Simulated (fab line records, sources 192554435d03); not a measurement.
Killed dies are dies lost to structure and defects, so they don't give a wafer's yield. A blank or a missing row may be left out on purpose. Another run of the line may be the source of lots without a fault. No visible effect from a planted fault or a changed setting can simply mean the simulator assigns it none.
Chamber matching | flow n5-finfet | 3 sister chambers for N5_PMOS_HMC_CHANNEL_EPI_HM_DEP_34 on pecvd-03
The step deposits SiO2 from TEOS/O2, target thk 36 nm, time 6.9 s. 14 wafers are shown with their chamber, then 7 later ones without.

## WAFERS PAIRED WITH THEIR CHAMBERS
wafer  | chamber | throttle-valve-pct (%) | showerhead-vpp-V (V) | heater-power-w (W)
L074.2 | 1       | 18.5                   | 1839                 | 622
L074.4 | 1       | 18.8                   | 1800                 | 645
L074.5 | 0       | 18.1                   | 1705                 | 704
L076.1 | 0       | 18.2                   | 1702                 | 815
L076.2 | 1       | 18.8                   | 1830                 | 740
L076.6 | 0       | 18.0                   | 1748                 | 812
L079.3 | 0       | 18.2                   | 1715                 | 826
L079.4 | 0       | 18.2                   | 1709                 | 821
L079.6 | 2       | 15.9                   | 1896                 | 480
L083.1 | 0       | 18.0                   | 1745                 | 795
L083.2 | 1       | 18.8                   | 1835                 | 614
L083.3 | 2       | 16.1                   | 1897                 | 566
L086.4 | 2       | 16.3                   | 1887                 | 517
L086.5 | 0       | 18.3                   | 1744                 | 757

SIGNATURES, as means of the wafers listed above
reading            | chamber 0 | chamber 1 | chamber 2 | scatter within a chamber
throttle-valve-pct | 18.143    | 18.725    | 16.100    | 0.143
showerhead-vpp-V   | 1724.00   | 1826.00   | 1893.33   | 18
heater-power-w     | 790.00    | 655.25    | 521.00    | 48.3
Rule: a wafer lies at a distance from a chamber equal to the root of the sum of squares, over the readings, of (its reading less the chamber's mean, divided by the reading's scatter). If the next closest chamber is less than 2 further off than the closest, the wafer can't be placed; otherwise it belongs to the closest. The scatter: the root of (the sum of the squares of (reading less its chamber's mean) over the shown wafers, divided by (wafers less chambers)).

## WAFERS WITH NO CHAMBER GIVEN
wafer  | throttle-valve-pct (%) | showerhead-vpp-V (V) | heater-power-w (W)
L086.6 | 18.6                   | 1822                 | 811
L092.1 | 18.7                   | 1803                 | 777
L092.4 | 16.2                   | 1903                 | 559
L092.5 | 18.0                   | 1745                 | 745
L096.4 | 18.6                   | 1822                 | 759
L096.5 | 18.1                   | 1718                 | 812
L096.6 | 16.0                   | 1897                 | 534

## WHICH CHAMBER EACH WENT THROUGH
wafer  | from the rows above | in truth
L086.6 | 1                   | 1
L092.1 | 1                   | 1
L092.4 | 2                   | 2
L092.5 | 0                   | 0
L096.4 | 1                   | 1
L096.5 | 0                   | 0
L096.6 | 2                   | 2
Placed correctly: 7 of 7. Can't be placed from these rows: 0. Wrongly placed: 0.
